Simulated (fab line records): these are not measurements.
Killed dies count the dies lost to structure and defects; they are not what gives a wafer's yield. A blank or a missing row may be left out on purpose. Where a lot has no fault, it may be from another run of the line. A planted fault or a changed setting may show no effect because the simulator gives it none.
A lot that was struck, set against a sound lot -- flow nand_harc -- 15 steps out of a route of 1302
Sound: wafers L590.1, L590.2, L590.3. Struck: wafers L597.1, L597.4, L597.6. Last of all comes the cause.
At each step with rows: each side's tool, then ch and its chambers, then its first start. Under that, the readings that differ: sound wafers -- struck wafers -- difference of the means -- sigmas: that difference in standard deviations of wafers without a fault.
alike: a reading whose means differ by less than 2 such deviations, as well as words and numbers matching on both sides. not compared: withheld readings; readings where some wafer has no value; bounds like >300 that might hide an equal value; numbers whose values overlap and for which the record gives no deviation.
A row with sigmas, a row that says differs or no value, or rows on one side alone: a step with any of these is where the two part. Numbers that don't overlap but have no deviation are shown without sigmas and don't part them. A reading missing from all wafers of one side parts the sides only when that side holds two or more wafers.

NHARC_A_SGD_CUT_THK_MEAS_22: measures by ellipsometry.
  sound on film_metro-02, day 20 16:04; struck on film_metro-01, day 23 21:51
  alike: thk_nm
then, 2 steps without rows for these wafers: NHARC_A_SGD_CUT_SRD_23; NHARC_A_SGD_CUT_ETCH_26 (etches SiO2 in dHF, target depth 45.8 nm).
NHARC_A_SGD_CUT_ETCHBACK_24: etches the open film in CH3F/O2, target depth 50 nm, time 92.857 s.
  sound on rie_diel-12 ch 0,2,3, day 20 16:17; struck on rie_diel-07 ch 1,2,3, day 23 22:05
  alike: drypump_motor_current_A, mfc_ar_sccm, oes_product_au, rf_vpp_V, showerhead_plenum_p_Torr, throttle_valve_pct
  not compared: rf_hours_counter_h
NHARC_A_SGD_CUT_STRIP_28: strips in O2, time 20 s.
  sound on rie_diel-12 ch 0,2,3, day 20 16:27; struck on rie_diel-07 ch 0,2
  alike: drypump_motor_current_A, mfc_ar_sccm, oes_product_au, rf_vpp_V, showerhead_plenum_p_Torr, throttle_valve_pct
  not compared: rf_hours_counter_h
NHARC_A_SGD_CUT_INSPECT_25:
  sound on defect_inspect-01, day 20 16:34; struck on defect_inspect-01, day 23 22:19
  alike: raw_defect_count
NHARC_A_SLIT_DEP_25: deposits SiO2, target thk 200 nm.
  sound on pecvd-01 ch 0,1,2, day 20 16:38; struck on pecvd-01 ch 1,2, day 23 22:27
  alike: heater_power_outer_w, heater_power_w, throttle_valve_pct
NHARC_A_SLIT_DEP_00: deposits aC, target thk 6200 nm.
  sound on acl_dep-02 ch 0, day 20 16:58; struck on acl_dep-01 ch 0, day 23 22:43
  alike: throttle_valve_pct
NHARC_A_SLIT_DEP_23: deposits SiON, target thk 100 nm.
  sound on pecvd-01 ch 0,1,2, day 20 20:47; struck on pecvd-01 ch 0,2, day 24 02:55
reading,sound,struck,difference,sigmas
heater_power_w (W),669 728 626,825 823 706,+110,+2
  alike: heater_power_outer_w
then, 3 steps without rows for these wafers: NHARC_A_SLIT_DEHYDRATE_01 (time 120 s); NHARC_A_SLIT_HMDS_02 (time 30 s); NHARC_A_SLIT_COAT_03 (resist thk 90 nm).
NHARC_A_SLIT_SOFTBAKE_04: time 55 s.
  sound on litho_track-04 ch 0, day 20 21:00; struck on litho_track-01 ch 0, day 24 03:00
reading,sound,struck,difference,sigmas
heater_power_total_W (W),188.36 188.61 188.30,185.04 185.25 185.21,-3.26,-23
then, 2 steps without rows for these wafers: NHARC_A_SLIT_EBR_05; NHARC_END_SORT_01.

## WHERE THEY PART
First at NHARC_A_SLIT_DEP_23; last, within this record, at NHARC_A_SLIT_SOFTBAKE_04.

WHY: what had been put in by the simulator
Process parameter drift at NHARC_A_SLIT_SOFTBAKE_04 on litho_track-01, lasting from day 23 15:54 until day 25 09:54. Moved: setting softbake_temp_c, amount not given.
